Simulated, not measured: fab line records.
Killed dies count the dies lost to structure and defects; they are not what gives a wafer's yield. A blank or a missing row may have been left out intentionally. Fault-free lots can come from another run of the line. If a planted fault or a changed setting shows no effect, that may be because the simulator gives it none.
fab line records	flow n5Finfet
record lots=4	wafers=12	lastDay=18
route steps=1938 shown BEOL_M15@1797 PASSIVATION@1936
lots that met no fault: taken from a fault-free run of the same line
startH: the number of hours between the record's first day and the start of the first shown wafer of the lot	waitH: how many hours have passed since the lot's step before this one	" identical to the entry in the row above	L1.1+2: one row covering several wafers at once	- value missing, or start not given	* or withheld: withheld	< > ~ a bound
route shown NAME@n: NAME is a module with steps in the file, n the number in the route of the first one	usual: average and standard deviation across the fault-free wafers	same: alike in all rows	chamber/n: place in a boat	sites: the reading at each site	_std_site: standard deviation of those values	_edge_site: mean of outer sites minus mean of inner sites	radiusMm: for every site, how far away it sits from the centre of the wafer	mask NAME#n: copy n	behind: the last tool/chamber to shape the wafer	hold: why the lot was held/for how many hours/how that ended	device: which transistor (n, p or np) failed to switch	end of line: tests of these same wafers at the route's end	for a step that has no rows: nothing shown but its recipe	killed: at the first sort, the dies lost to defects and structure; wafer yield is something else	map: shows each die of a wafer: x if killed, . if not, _ if none is there
set.NAME: the setting as run; set.NAME@STEP: as run at that earlier step	model.NAME: the simulator's own value behind a step, which no gauge read
lots at selected steps of the route; one table per step, one row per wafer
services: when a tool's chamber went out of use (startH, in hours from the record's first day, below 0 if earlier), for how many hours, and the reason
## steps
# step N5_BEOL_M15_COAT_22
# recipe spinRpm=1704	resistThkNm=800
# step N5_BEOL_M15_EBR_24
# recipe solvent=PGMEA	ebrWidthMm=1.5
# step N5_BEOL_M15_SOFTBAKE_23
# recipe tempC=130	timeS=60
# step N5_BEOL_M15_EXPOSE_25
# recipe maskId=M15	na=0.8	sourceShape=annular	sigmaInner=0.5	sigmaOuter=0.8	polarization=unpolarized	targetCdNm=400	doseMj=35.5
# step N5_BEOL_M15_PEB_26
# recipe pebTempC=130	pebTimeS=90
# step N5_BEOL_M15_DEVELOP_27
# recipe developTimeS=45	rinseLiquid=diw	dry=airSpin	devTempC=21
# step N5_BEOL_M15_HARDBAKE_32
# recipe tempC=130	timeS=120
# step N5_BEOL_M15_DESCUM_33
# recipe chemistry=O2	timeS=7.9	sourcePowerW=50	biasPowerW=20	pressureMtorr=20	rfFrequencyHz=2.712e+07	tempC=40	o2FlowSccm=225
# step N5_BEOL_M15_ETCH_61
# recipe chemistry=N2/H2	target=BARC	targetDepthA=890	overetchA=267	timeS=67.9	ionEnergyEv=200	pressureMtorr=30	sourceW=840	biasW=150	n2FlowSccm=200	h2FlowSccm=200
# step N5_BEOL_M15_TRENCH_ETCH_34
# recipe chemistry=C4F8/O2/Ar	target=SiO2	targetDepthA=8729.3	heInnerTorr=15	heOuterTorr=30	timeS=199	ionEnergyEv=800	pressureMtorr=20	sourceW=1905	biasW=2040	Ar_flow_sccm=400	C4F8_flow_sccm=16	O2_flow_sccm=12
# usual C4F8_flow_sccm=16.01/0.048	biasW=2040/6.7	chamberPressureMTorr=20.001/0.018	drypumpMotorCurrentA=5.9/0.31	heInnerTorr=14.998/0.029	oesProductAu=0.81/0.069	rfFwdPowerW=1899/5.5	rfVppV=2228/42	showerheadPlenumPTorr=3.49/0.079	throttleValvePct=30.95/0.21
lot.wafer	tool	chamber	startH	waitH	C4F8_flow_sccm	biasW	chamberPressureMTorr	drypumpMotorCurrentA	heInnerTorr	oesProductAu	rfFwdPowerW	rfHoursCounterH	rfVppV	showerheadPlenumPTorr	throttleValvePct	model.etch.depthNm
L569.1	rieDiel-01	3	324.59	0.0	16.12	2046	20.002	5.8	15.061	0.81	1901	100	2245	3.47	30.99	871
L569.4	"	2	"	"	16.06	2045	19.991	5.8	14.948	0.91	1896	45	2233	3.61	30.65	892.3
L569.6	"	3	"	"	16.01	2039	19.998	5.9	15.079	0.81	1906	-	2244	3.47	30.97	867.3
L580.2	rieDiel-01	1	398.84	0.0	15.97	2039	20.000	5.8	15.001	0.83	1911	57	2142	3.51	31.10	859.4
L580.4	"	3	"	"	15.96	1786	20.012	5.9	14.986	0.77	1909	118	2050	3.46	30.95	834.2
L580.5	"	1	"	"	16.05	2039	20.019	5.8	14.982	0.84	1908	-	2142	3.51	31.11	865.8
L578.1	rieDiel-01	1	401.79	0.0	16.07	2030	19.998	5.8	15.031	0.83	1908	58	2143	3.51	31.10	852.8
L578.2	"	0	"	"	15.95	2036	20.028	6.3	15.041	0.77	1896	124	2275	3.46	31.23	861
L578.4	"	3	"	"	16.03	1802	20.011	5.9	15.015	0.76	1904	119	2050	3.46	30.96	817.8
L583.2	rieDiel-05	2	414.04	0.0	15.98	2028	19.997	5.1	14.978	0.70	1890	246	2222	3.28	30.95	876
L583.4	"	1	"	"	16.03	2039	20.005	6.1	15.003	0.70	1902	210	2276	3.39	30.81	852.8
L583.6	"	0	"	"	15.97	2044	20.011	6.1	15.031	0.92	1897	-	2228	3.51	30.90	869.1
# step N5_BEOL_M15_STRIP_36
# recipe chemistry=O2	powerW=600	tempC=60	pressureMtorr=30	rfFrequencyHz=6e+07	biasPowerW=0	overashFraction=0.3	o2FlowSccm=225
# step N5_BEOL_M15_STRIP_62
# recipe chemistry=O2	powerW=600	tempC=60	pressureMtorr=30	rfFrequencyHz=6e+07	biasPowerW=0	overashFraction=0.3	o2FlowSccm=225
# step N5_BEOL_M15_STRIP_37
# recipe chemistry=O2	powerW=600	tempC=60	pressureMtorr=30	rfFrequencyHz=6e+07	biasPowerW=0	overashFraction=0.3	o2FlowSccm=225
# step N5_BEOL_M15_ETCH_38
# recipe chemistry=CF4/N2	target=SiCN	targetDepthA=1064	taperDeg=2	timeS=120.5	ionEnergyEv=150	maskMaterial=SiO2	pressureMtorr=40	sourceW=430	biasW=70	Ar_flow_sccm=100	cf4FlowSccm=60	n2FlowSccm=60
# step N5_BEOL_M15_PRECLEAN_39
# recipe chemistry=residueRemover	timeS=60	tempC=40
# step N5_BEOL_M15_SRD_40
# recipe timeS=30	tempC=23	rinseLiquid=diw	dry=n2Spin	spinRpm=1500	dryTimeS=30
# step N5_BEOL_M15_DEGAS_41
# recipe ambient=vacuum	tempC=300	timeS=60
# step N5_BEOL_M15_PRE_CLEAN_42
# recipe gas=H2/He	timeS=30	tempC=300
# step N5_BEOL_M15_SPUTTER_43
# recipe material=TaN	targetThkA=150	tempC=50	biasV=168.6	powerW=15000	chamberPressurePa=0.12	timeS=24.19
# step N5_BEOL_M15_SPUTTER_44
# recipe material=Ta	targetThkA=150	tempC=50	biasV=80	powerW=15000	chamberPressurePa=0.07	timeS=24.19
# step N5_BEOL_M15_SPUTTER_45
# recipe material=Cu	targetThkA=1000	tempC=-20	biasV=60	powerW=26000	chamberPressurePa=0.13	timeS=16.67
# step N5_BEOL_M15_ECD_47
# recipe material=Cu	targetThkA=18600
# step N5_BEOL_M15_ANNEAL_48
# recipe tempC=225	timeS=90	ambient=N2
# step N5_BEOL_M15_CMP_49
# recipe stopOn=SiO2	tOverpolishS=4.9	downForcePsi=2	platenRpm=80	clearingPlatenDownForcePsi=2	clearingPlatenRpm=80	postCmpClean=cuAlkaline	targetThkNm=850	clearingPlatenPadVelocityMS=1.5917	padVelocityMS=1.5917
# usual barrierFieldEndpointS=11.3/0.33	edgeZonePressureFrac=1.000/0.0043	motorCurrentA=7.8/0.82	overpolishRunS=4.899/0.0095
lot.wafer	tool	chamber	startH	waitH	barrierFieldEndpointS	edgeZonePressureFrac	motorCurrentA	overpolishRunS	model.Cu_of_BEOL_M15_ECD_47.thkNm
L569.1	cmp-04	1	328.10	0.3	11.1	0.997	8.2	4.893	845.8
L569.4	"	3	"	"	10.7	1.001	7.6	4.893	868.6
L569.6	"	2	"	"	11.2	0.997	8.6	4.897	842.4
L580.4	cmp-04	0	404.02	0.2	10.9	1.002	9.1	4.905	808.2
L580.2	"	1	"	"	11.1	1.004	7.7	4.888	833.4
L580.5	"	2	"	"	11.6	0.998	8.7	4.890	842.2
L578.4	cmp-02	1	404.73	0.2	11.7	1.003	8.7	4.895	795.4
L578.2	"	2	"	"	11.6	1.002	7.2	4.918	836.8
L578.1	"	3	"	"	11.9	0.993	7.4	4.913	827.8
L583.4	cmp-02	0	419.82	0.1	11.5	0.997	7.0	4.904	830.4
L583.2	"	1	"	"	12.0	1.006	8.6	4.902	854.6
L583.6	"	1	"	"	11.4	1.000	8.4	4.900	847.8
# step N5_BEOL_M15_PRE_CLEAN_52
# recipe gas=NH3	timeS=15	tempC=withheld	rfPowerW=300
# step N5_BEOL_M15_DEP_53
# recipe material=SiCN	targetThkA=500	tempC=withheld	precursor=3MS/NH3	pressureTorr=3	rfW=675	timeS=17.8
# step N5_BEOL_M15_RS_MEAS_54
# recipe thkMeasGauge=four-point-probe	reads=Cu_of_BEOL_M15_ECD_47+Ta_of_BEOL_M15_SPUTTER_44+TaN_of_BEOL_M15_SPUTTER_43
# usual M15_RS=0.0216/0.00037
lot.wafer	tool	chamber	startH	waitH	M15_RS[ohm/sq]
L569.1	filmMetro-02	-	328.53	0.0	0.0217
L569.4	"	-	"	"	0.0211
L569.6	"	-	"	"	0.0217
L580.2	filmMetro-01	-	404.37	0.1	0.0220
L580.4	"	-	"	"	0.0227
L580.5	"	-	"	"	0.0217
L578.1	filmMetro-02	-	405.11	0.0	0.0221
L578.2	"	-	"	"	0.0219
L578.4	"	-	"	"	0.0230
L583.2	filmMetro-02	-	420.25	0.1	0.0214
L583.4	"	-	"	"	0.0221
L583.6	"	-	"	"	0.0216
# step N5_PASSIVATION_PROBE_49
# usual defectLimitedYield=91.2/1.4	killed_at_M0_to_M3=34/9.4	killed_at_M4_up=14/5.6	killedAtContacts=13/7.8	killedAtFrontEnd=37/10	killedAtOther=4/3.3	killedDies=103/17	killedOpen=68/13	killedShort=33/8.2	sort_bin_5_function=5.1/0.92	sort_bin_6_memory=3.3/0.71	sortNPass=1077/17	sortYieldPct=91.2/1.4
# same grossDies=1180	killedAtBackSide=0	sort_bin_4_leakage[%]=0	sort_bin_8_speed[%]=0
lot.wafer	tool	chamber	startH	waitH	defectLimitedYield[%]	killed_at_M0_to_M3	killed_at_M4_up	killedAtContacts	killedAtFrontEnd	killedAtOther	killedDies	killedOpen	killedShort	sort_bin_5_function[%]	sort_bin_6_memory[%]	sortNPass	sortYieldPct[%]
L569.1	prober-01	-	342.57	0.0	90.2	25	20	12	58	1	116	82	31	5.7	4.0	1064	90.2
L569.4	prober-01	-	342.72	0.2	91.9	44	12	9	26	4	95	62	31	4.6	3.1	1085	91.9
L569.6	prober-01	-	342.82	0.3	90.5	27	21	15	45	4	112	77	31	5.8	3.3	1068	90.5
L580.2	prober-02	-	416.88	0.1	93.2	31	11	6	31	1	80	52	28	4.5	2.1	1100	93.2
L580.4	prober-02	-	416.98	0.2	92.9	29	7	5	43	0	84	45	36	4.3	2.2	1096	92.9
L580.5	prober-02	-	417.03	0.2	91.9	25	8	6	46	11	96	55	41	5.5	2.5	1084	91.9
L578.2	prober-02	-	418.72	0.1	91.6	38	12	4	36	9	99	68	27	4.7	3.3	1081	91.6
L583.6	prober-02	-	435.05	0.3	93.1	25	10	14	30	3	82	53	20	4.2	1.7	1098	93.1
# killed by level:class
L569.1 MOL_CONTACT_COAG:geometricParticle:open=11 FIN_SAQP:geometricParticle:short=10 FIN_SAQP:geometricParticle:open=9 STI_FIN_REVEAL:geometricParticle:open=9 GATE_CUT:geometricParticle:open=8 BEOL_M4:geometricParticle:open=8 BEOL_M2:geometricParticle:open=6 GATE_CUT:geometricParticle:short=5
L569.4 BEOL_M3:geometricParticle:open=12 BEOL_M0_SAQP:geometricParticle:open=11 FIN_SAQP:geometricParticle:short=9 BEOL_M0_SAQP:geometricParticle:short=9 MOL_CONTACT_COAG:geometricParticle:open=9 BEOL_M2:geometricParticle:open=7 FIN_SAQP:geometricParticle:open=5 BEOL_M4:geometricParticle:open=4
L569.6 MOL_CONTACT_COAG:geometricParticle:open=12 STI_FIN_REVEAL:geometricParticle:open=11 BEOL_M3:geometricParticle:open=8 BEOL_M4:geometricParticle:open=8 FIN_SAQP:geometricParticle:short=6 FIN_SAQP:geometricParticle:open=5 BEOL_M2:geometricParticle:open=5 BEOL_M0_SAQP:geometricParticle:open=4
L580.2 BEOL_M0_SAQP:geometricParticle:open=12 BEOL_M0_SAQP:geometricParticle:short=12 STI_FIN_REVEAL:geometricParticle:open=11 FIN_SAQP:geometricParticle:short=5 MOL_CONTACT_COAG:geometricParticle:open=5 BEOL_M4:geometricParticle:open=5 FIN_SAQP:geometricParticle:open=4 GATE_CUT:geometricParticle:open=3
L580.4 FIN_SAQP:geometricParticle:short=11 FIN_SAQP:geometricParticle:open=8 STI_FIN_REVEAL:geometricParticle:open=8 BEOL_M0_SAQP:geometricParticle:short=6 BEOL_M0_SAQP:geometricParticle:open=6 BEOL_M3:geometricParticle:open=4 BEOL_M4:geometricParticle:open=4 STARTING-WAFER:geometricParticle:short=4
L580.5 FIN_SAQP:geometricParticle:short=10 STI_FIN_REVEAL:geometricParticle:open=10 GATE_CUT:geometricParticle:short=8 BEOL_M2:geometricParticle:open=8 FIN_SAQP:geometricParticle:open=6 DUMMY_GATE:geometricParticle:open=5 BEOL_M3:geometricParticle:open=5 MOL_CONTACT_COAG:geometricParticle:open=4
L578.2 BEOL_M3:geometricParticle:open=14 FIN_SAQP:geometricParticle:open=8 STI_FIN_REVEAL:geometricParticle:open=8 BEOL_M1:geometricParticle:open=5 BEOL_M2:geometricParticle:open=5 MOL_CONTACT_COAG:geometricParticle:open=4 BEOL_M0:geometricParticle:open=4 BEOL_M3:geometricParticle:short=4
L583.6 MOL_CONTACT_COAG:geometricParticle:open=12 BEOL_M3:geometricParticle:open=9 HKMG_FIN:areaEtch=9 BEOL_M1:geometricParticle:open=8 BEOL_M4:geometricParticle:open=8 FIN_SAQP:geometricParticle:short=4 BEOL_M1:geometricParticle:short=4 STARTING-WAFER:geometricParticle:short=4
## services
tool	chamber	startH	hours	kind
rieDiel-05	0	306.85	-	clean
rieDiel-05	0	306.85	-	consumableReplace:focusRing
rieDiel-05	0	306.85	23.4	scheduledDown
rieDiel-05	0	306.85	23.4	ventCycle
rieDiel-01	0	309.55	5.6	repair
rieDiel-01	-	320.61	2.8	pm
cmp-04	-	323.67	4.0	pm
cmp-04	-	327.67	-	consumableReplace:conditioner
cmp-04	-	327.67	-	consumableReplace:pad
cmp-02	-	338.31	0.5	repair
rieDiel-01	3	370.74	13.1	repair
## key
firstSign step=N5_BEOL_M15_TRENCH_ETCH_34	reading=biasW	direction=down	sigmas=37	usual=*	struck=*
effect step=N5_BEOL_M15_TRENCH_ETCH_34	reading=rfVppV	direction=down	sigmas=4.3	usual=2228	struck=2050
effect step=N5_BEOL_M15_RS_MEAS_54	reading=M15_RS	direction=up	sigmas=3.4	usual=0.0216	struck=0.0229
modelEffect step=N5_BEOL_M15_TRENCH_ETCH_34	value=etch.depthNm	without=856.9	struck=826
modelEffect step=N5_BEOL_M15_CMP_49	value=Cu_of_BEOL_M15_ECD_47.thkNm	without=832.7	struck=801.8
metAt N5_BEOL_M15_TRENCH_ETCH_34
struckWafers L578.4,L580.4
onsetBetween 324.59 398.84
fault kind=processParameterDrift	tool=rieDiel-01	chamber=3	onsetH=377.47	steps=N5_BEOL_M15_TRENCH_ETCH_34	channel=biasW	offset=*	shape=step	endH=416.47	actsIn=*	stated=*
